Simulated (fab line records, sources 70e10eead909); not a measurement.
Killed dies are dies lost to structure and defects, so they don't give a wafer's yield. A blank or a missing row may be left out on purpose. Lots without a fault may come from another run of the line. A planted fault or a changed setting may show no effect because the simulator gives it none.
fab line records | flow nand_harc
record lots=6 wafers=18 last_day=33
route steps=1302 shown A_CONTACT@1007
lots that met no fault: from a run of the same line without faults
start_h: hours from the record's first day to the start of the lot's first wafer shown | wait_h: hours since the lot's step before | " the same as in the row above | L1.1+2: a row that stands for several wafers | - no value, or no start given | * or withheld: withheld | < > ~ a bound
route shown NAME@n: a module of which the file shows steps, and the number in the route of the first | usual: mean/standard deviation of fault-free wafers | same: alike in all rows | chamber/n: place in a boat | sites: the reading at each site | _std_site: their standard deviation | _edge_site: outer sites' mean less inner sites' | radius_mm: how far each site lies from the wafer's centre | mask NAME#n: copy n | behind: the tool/chamber that last shaped the wafer | hold: why the lot was held/for how many hours/how that ended | device: the transistor (n, p or np) that didn't switch | end of line: the same wafers' tests at the end of the route | a step without rows: its recipe alone | killed: dies lost to structure and defects at the first sort, not the wafer's yield | map: a wafer's dies, x killed, . not, _ none there
set.NAME: the setting as run; set.NAME@STEP: as run at that earlier step | model.NAME: the simulator's own value behind a step, which no gauge read
lots at some steps of the route; a table a step, a row a wafer
services: from which hour (start_h, from the record's first day; less than 0 if before it) a tool's chamber was out of use, for how many hours, and why
## steps
# step NHARC_A_CONTACT_ETCH_113
# recipe source_w=withheld pressure_mtorr=20 bias_v=3000 time_s=190 target_depth_a=18500 ar_flow_sccm=withheld c4f8_flow_sccm=withheld o2_flow_sccm=withheld chemistry=C4F8/O2/Ar
# usual chamber_pressure_mTorr=20.002/0.018 oes_air_line_au=1.002/0.019
# columns lot.wafer tool chamber start_h wait_h chamber_pressure_mTorr oes_air_line_au rf_hours_counter_h
L177.1 har_cap_etch-03 0 490.74 0.1 19.999 1.021 37
L177.2 " 1 " " 19.990 0.988 37
L177.6 " 1 " " 19.992 1.025 -
L185.2 har_cap_etch-01 0 590.19 0.1 20.026 0.981 12
L185.1 " 1 " " 20.009 1.004 12
L185.4 " 1 " " 19.998 0.980 -
L192.2 har_cap_etch-01 0 668.75 0.1 19.984 1.010 27
L192.1 " 1 " " 19.991 0.986 27
L192.6 " 1 " " 19.993 1.003 -
L194.2 har_cap_etch-02 0 673.41 0.1 19.996 0.982 116
L194.4 " 1 " " 19.993 0.993 -
L194.5 " 0 " " 20.016 1.028 -
L196.1 har_cap_etch-02 1 698.21 0.1 19.998 1.004 122
L196.4 " 1 " " 19.993 1.009 -
L196.5 " 1 " " 19.979 1.019 -
L198.4 har_cap_etch-01 0 709.91 0.1 20.009 0.984 -
L198.5 " 0 " " 20.001 1.021 -
L198.6 " 1 " " 20.025 0.994 -
# step NHARC_A_CONTACT_ETCH_114
# recipe source_w=withheld pressure_mtorr=20 bias_v=3000 time_s=190 target_depth_a=18500 ar_flow_sccm=withheld c4f8_flow_sccm=withheld o2_flow_sccm=withheld chemistry=C4F8/O2/Ar
# step NHARC_A_CONTACT_ETCH_115
# recipe source_w=withheld pressure_mtorr=20 bias_v=3000 time_s=190 target_depth_a=18500 ar_flow_sccm=withheld c4f8_flow_sccm=withheld o2_flow_sccm=withheld chemistry=C4F8/O2/Ar
# step NHARC_A_CONTACT_ETCH_116
# recipe source_w=withheld pressure_mtorr=20 bias_v=3000 time_s=190 target_depth_a=18500 ar_flow_sccm=withheld c4f8_flow_sccm=withheld o2_flow_sccm=withheld chemistry=C4F8/O2/Ar
# usual chamber_pressure_mTorr=19.999/0.019 oes_air_line_au=1.000/0.022
# columns lot.wafer tool chamber start_h wait_h chamber_pressure_mTorr oes_air_line_au rf_hours_counter_h
L177.1 har_cap_etch-03 0 491.25 0.1 19.976 0.968 38
L177.2 " 1 " " 19.995 1.007 38
L177.6 " 1 " " 20.010 1.029 -
L185.2 har_cap_etch-01 0 590.70 0.1 20.003 1.053 13
L185.1 " 1 " " 20.001 1.034 13
L185.4 " 1 " " 20.006 1.029 -
L192.2 har_cap_etch-01 0 669.26 0.1 20.003 1.021 27
L192.1 " 1 " " 19.987 0.996 27
L192.6 " 1 " " 19.969 0.997 -
L194.2 har_cap_etch-02 0 673.92 0.1 20.007 0.995 117
L194.4 " 1 " " 19.970 0.992 -
L194.5 " 0 " " 20.014 1.017 -
L196.1 har_cap_etch-02 1 698.72 0.1 19.993 1.026 122
L196.4 " 1 " " 19.997 1.006 -
L196.5 " 1 " " 19.998 1.015 -
L198.4 har_cap_etch-01 0 710.43 0.1 20.038 1.025 -
L198.5 " 0 " " 20.012 0.996 -
L198.6 " 1 " " 20.004 0.994 -
# step NHARC_A_CONTACT_ETCH_117
# recipe source_w=withheld pressure_mtorr=20 bias_v=3000 time_s=190 target_depth_a=18500 ar_flow_sccm=withheld c4f8_flow_sccm=withheld o2_flow_sccm=withheld chemistry=C4F8/O2/Ar
# step NHARC_A_CONTACT_ETCH_118
# recipe source_w=withheld pressure_mtorr=20 bias_v=3000 time_s=190 target_depth_a=18500 ar_flow_sccm=withheld c4f8_flow_sccm=withheld o2_flow_sccm=withheld chemistry=C4F8/O2/Ar
# usual chamber_pressure_mTorr=20.003/0.021 oes_air_line_au=0.999/0.021
# columns lot.wafer tool chamber start_h wait_h chamber_pressure_mTorr oes_air_line_au rf_hours_counter_h
L177.1 har_cap_etch-03 0 491.59 0.1 20.020 1.019 38
L177.2 " 1 " " 20.012 0.989 38
L177.6 " 1 " " 19.982 0.975 -
L185.2 har_cap_etch-01 0 591.04 0.1 19.988 0.998 13
L185.1 " 1 " " 20.004 1.000 13
L185.4 " 1 " " 20.056 1.017 -
L192.2 har_cap_etch-01 0 669.61 0.1 19.984 1.016 28
L192.1 " 1 " " 20.002 1.017 28
L192.6 " 1 " " 20.012 0.992 -
L194.2 har_cap_etch-02 0 674.27 0.1 19.999 1.036 117
L194.4 " 1 " " 19.968 1.004 -
L194.5 " 0 " " 20.015 1.019 -
L196.1 har_cap_etch-02 1 699.06 0.1 19.997 1.003 122
L196.4 " 1 " " 20.007 0.981 -
L196.5 " 1 " " 20.002 1.014 -
L198.4 har_cap_etch-01 0 710.77 0.1 20.017 0.959 -
L198.5 " 0 " " 19.972 0.993 -
L198.6 " 1 " " 19.988 0.985 -
# step NHARC_A_CONTACT_ETCH_119
# recipe source_w=withheld pressure_mtorr=20 bias_v=3000 time_s=190 target_depth_a=18500 ar_flow_sccm=withheld c4f8_flow_sccm=withheld o2_flow_sccm=withheld chemistry=C4F8/O2/Ar
# usual chamber_pressure_mTorr=20.001/0.019 oes_air_line_au=1.000/0.021
# columns lot.wafer tool chamber start_h wait_h chamber_pressure_mTorr oes_air_line_au rf_hours_counter_h
L177.1 har_cap_etch-03 0 491.76 0.1 20.003 1.006 38
L177.2 " 1 " " 20.009 1.015 38
L177.6 " 1 " " 20.003 0.994 -
L185.2 har_cap_etch-01 0 591.21 0.1 19.989 0.969 13
L185.1 " 1 " " 20.029 0.964 13
L185.4 " 1 " " 20.000 0.943 -
L192.2 har_cap_etch-01 0 669.77 0.1 20.014 1.041 28
L192.1 " 1 " " 20.015 0.996 28
L192.6 " 1 " " 19.999 1.001 -
L194.2 har_cap_etch-02 0 674.44 0.1 20.024 1.034 117
L194.4 " 1 " " 19.993 1.001 -
L194.5 " 0 " " 19.972 1.012 -
L196.1 har_cap_etch-02 1 699.23 0.1 20.013 0.997 123
L196.4 " 1 " " 20.009 0.963 -
L196.5 " 1 " " 20.029 0.979 -
L198.4 har_cap_etch-01 0 710.94 0.1 20.058 0.995 -
L198.5 " 0 " " 20.020 0.977 -
L198.6 " 1 " " 19.989 1.021 -
# step NHARC_A_CONTACT_ETCH_120
# recipe source_w=withheld pressure_mtorr=20 bias_v=3000 time_s=190 target_depth_a=18500 ar_flow_sccm=withheld c4f8_flow_sccm=withheld o2_flow_sccm=withheld chemistry=C4F8/O2/Ar
# step NHARC_A_CONTACT_ETCH_121
# recipe source_w=withheld pressure_mtorr=20 bias_v=3000 time_s=190 target_depth_a=18500 ar_flow_sccm=withheld c4f8_flow_sccm=withheld o2_flow_sccm=withheld chemistry=C4F8/O2/Ar
# step NHARC_A_CONTACT_ETCH_122
# recipe source_w=withheld pressure_mtorr=20 bias_v=3000 time_s=190 target_depth_a=18500 ar_flow_sccm=withheld c4f8_flow_sccm=withheld o2_flow_sccm=withheld chemistry=C4F8/O2/Ar
# usual chamber_pressure_mTorr=20.002/0.022 oes_air_line_au=1.005/0.018
# columns lot.wafer tool chamber start_h wait_h chamber_pressure_mTorr oes_air_line_au rf_hours_counter_h
L177.1 har_cap_etch-03 0 492.27 0.1 20.016 1.002 38
L177.2 " 1 " " 20.001 1.013 38
L177.6 " 1 " " 20.026 0.999 -
L185.2 har_cap_etch-01 0 591.72 0.1 19.998 1.004 13
L185.1 " 1 " " 19.998 1.020 13
L185.4 " 1 " " 19.969 1.022 -
L192.2 har_cap_etch-01 0 670.29 0.1 19.986 1.008 28
L192.1 " 1 " " 20.013 1.000 28
L192.6 " 1 " " 19.996 1.001 -
L194.2 har_cap_etch-02 0 674.95 0.1 20.005 1.020 118
L194.4 " 1 " " 20.029 0.990 -
L194.5 " 0 " " 20.007 1.030 -
L196.1 har_cap_etch-02 1 699.75 0.1 19.995 1.006 123
L196.4 " 1 " " 20.046 1.008 -
L196.5 " 1 " " 19.986 1.009 -
L198.4 har_cap_etch-01 0 711.45 0.1 20.010 0.999 -
L198.5 " 0 " " 19.985 0.984 -
L198.6 " 1 " " 20.000 1.012 -
# step NHARC_A_CONTACT_ETCH_123
# recipe source_w=withheld pressure_mtorr=20 bias_v=400 time_s=490 target_depth_a=21100 ar_flow_sccm=withheld c4f8_flow_sccm=11.5 o2_flow_sccm=7.2 chemistry=C4F8/O2/Ar
# step NHARC_A_CONTACT_ETCH_90
# recipe target_depth_a=400 over_etch_frac=0.5 time_s=85.7 ion_energy_ev=120 ch3f_flow_sccm=50 o2_flow_sccm=30 ar_flow_sccm=200 rf_w=500 bias_w=100 chemistry=CH3F/O2
# step NHARC_A_CONTACT_ETCH_96
# recipe target_depth_a=200 over_etch_frac=0.5 time_s=10 ion_energy_ev=250 c4f6_flow_sccm=25 o2_flow_sccm=20 ar_flow_sccm=500 rf_w=600 bias_w=500 chemistry=C4F6/O2
# usual bias_w=500.1/1.4 c4f6_flow_sccm=25.00/0.072 drypump_motor_current_A=5.8/0.46 oes_product_au=0.968/0.024 rf_vpp_V=547/3.2 showerhead_plenum_p_Torr=3.91/0.15 throttle_valve_pct=26.904/0.0085
# columns lot.wafer tool chamber start_h wait_h bias_w c4f6_flow_sccm drypump_motor_current_A oes_product_au rf_hours_counter_h rf_vpp_V showerhead_plenum_p_Torr throttle_valve_pct
L177.2 rie_diel-05 3 493.56 - 501.5 25.09 4.9 0.987 25 544 3.76 26.910
L177.1 " 0 " " 498.7 24.89 6.1 0.980 27 547 3.90 26.911
L177.6 " 3 " " 501.2 25.20 4.9 0.989 - 543 3.76 26.904
L185.2 rie_diel-10 1 593.04 0.1 500.7 24.93 6.2 0.943 30 541 3.64 26.904
L185.1 " 2 " " 502.0 25.09 5.8 0.947 28 549 3.96 26.917
L185.4 " 2 " " 500.4 25.11 5.8 0.942 - 548 3.96 26.902
L192.1 rie_diel-05 2 671.60 - - - - - - - - -
L192.2 " 3 " " - - - - - - - -
L192.6 " 2 " " - - - - - - - -
L194.2 rie_diel-04 1 676.24 - - - - - - - - -
L194.4 " 3 " " - - - - - - - -
L194.5 " 2 " " - - - - - - - -
L196.4 rie_diel-10 2 701.05 - 500.0 24.95 5.8 1.002 16 548 3.95 26.906
L196.1 " 3 " " 497.8 24.91 6.4 0.995 16 547 3.92 26.894
L196.5 " 3 " " 500.6 25.03 6.4 0.979 - 547 3.92 26.903
L198.4 rie_diel-10 1 712.70 - 499.1 24.94 6.2 0.997 18 553 4.22 26.908
L198.6 " 2 " " 500.5 24.91 5.8 1.012 - 547 3.95 26.911
L198.5 " 3 " " 502.8 25.00 6.4 0.999 - 548 3.92 26.908
# step NHARC_A_CONTACT_CD_MEAS_53
# usual cd_nm=289.6/0.69
# columns lot.wafer tool chamber start_h wait_h cd_nm
L177.1 cd_sem-03 - 493.63 - 290.8
L177.2 " - " " 289.8
L177.6 " - " " 289.7
L185.1 cd_sem-01 - 593.12 - 289.7
L185.2 " - " " 290.0
L185.4 " - " " 289.6
L192.1 cd_sem-03 - 671.68 - 287.9
L192.2 " - " " 286.9
L192.6 " - " " 287.6
L194.2 cd_sem-03 - 676.33 - 289.7
L194.4 " - " " 288.9
L194.5 " - " " 289.2
L196.1 cd_sem-03 - 701.13 - 289.8
L196.4 " - " " 289.5
L196.5 " - " " 289.2
L198.4 cd_sem-02 - 712.79 - 290.0
L198.5 " - " " 289.9
L198.6 " - " " 290.3
## services
# columns tool chamber start_h hours kind
rie_diel-10 0 477.68 - clean
rie_diel-10 1 477.68 - clean
rie_diel-10 2 477.68 - clean
rie_diel-10 2 491.88 3.8 repair
rie_diel-10 0 493.47 8.1 repair
har_cap_etch-01 - 497.45 17.0 pm
har_cap_etch-01 0 497.45 17.0 vent_cycle
har_cap_etch-01 1 497.45 17.0 vent_cycle
rie_diel-10 3 502.36 6.0 repair
har_cap_etch-01 0 514.45 - clean
har_cap_etch-01 1 514.45 - clean
rie_diel-04 - 518.10 0.4 repair
rie_diel-04 - 532.73 9.0 pm
har_cap_etch-01 - 540.72 0.5 repair
rie_diel-04 0 556.36 9.9 repair
rie_diel-04 2 578.68 6.6 repair
rie_diel-10 3 587.41 6.6 repair
rie_diel-10 - 596.68 9.0 pm
rie_diel-05 0 610.12 17.1 repair
rie_diel-05 1 645.84 2.8 repair
rie_diel-10 3 648.01 3.5 repair
rie_diel-05 - 651.99 2.0 repair
rie_diel-10 - 661.80 0.6 repair
rie_diel-04 - 709.92 9.0 pm
## key
first_sign step=NHARC_A_CONTACT_ETCH_96 reading=tool_record direction=missing
effect none on later readings
met_at NHARC_A_CONTACT_ETCH_96
struck_wafers L192.1,L192.2,L192.6,L194.2,L194.4,L194.5
later_rows_left_out L192.1,L192.2,L192.6,L194.2,L194.4,L194.5
sort_left_out L192.1,L192.2,L192.6,L194.2,L194.4,L194.5
tester_left_out L192,L194
onset_between 493.56 671.60
fault kind=skipped_step_whole tool=rie_diel-04,rie_diel-05 chamber=- onset_h=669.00 steps=NHARC_A_CONTACT_ETCH_96 scope=struck_lots_only
# tester_left_out: of these lots the tester's yield and bins aren't shown, on N5 and GAA mostly nor the transistor test; their killed dies are dies lost to structure and defects alone, not to doping, threshold or leakage, so they don't give the yield
# sort_left_out: the simulated sort isn't trusted on such a fault, so these wafers' sort isn't shown, and their yield isn't known
# later_rows_left_out: the simulator's readings of these wafers behind a module that went badly wrong aren't trusted and aren't shown, but for the sort
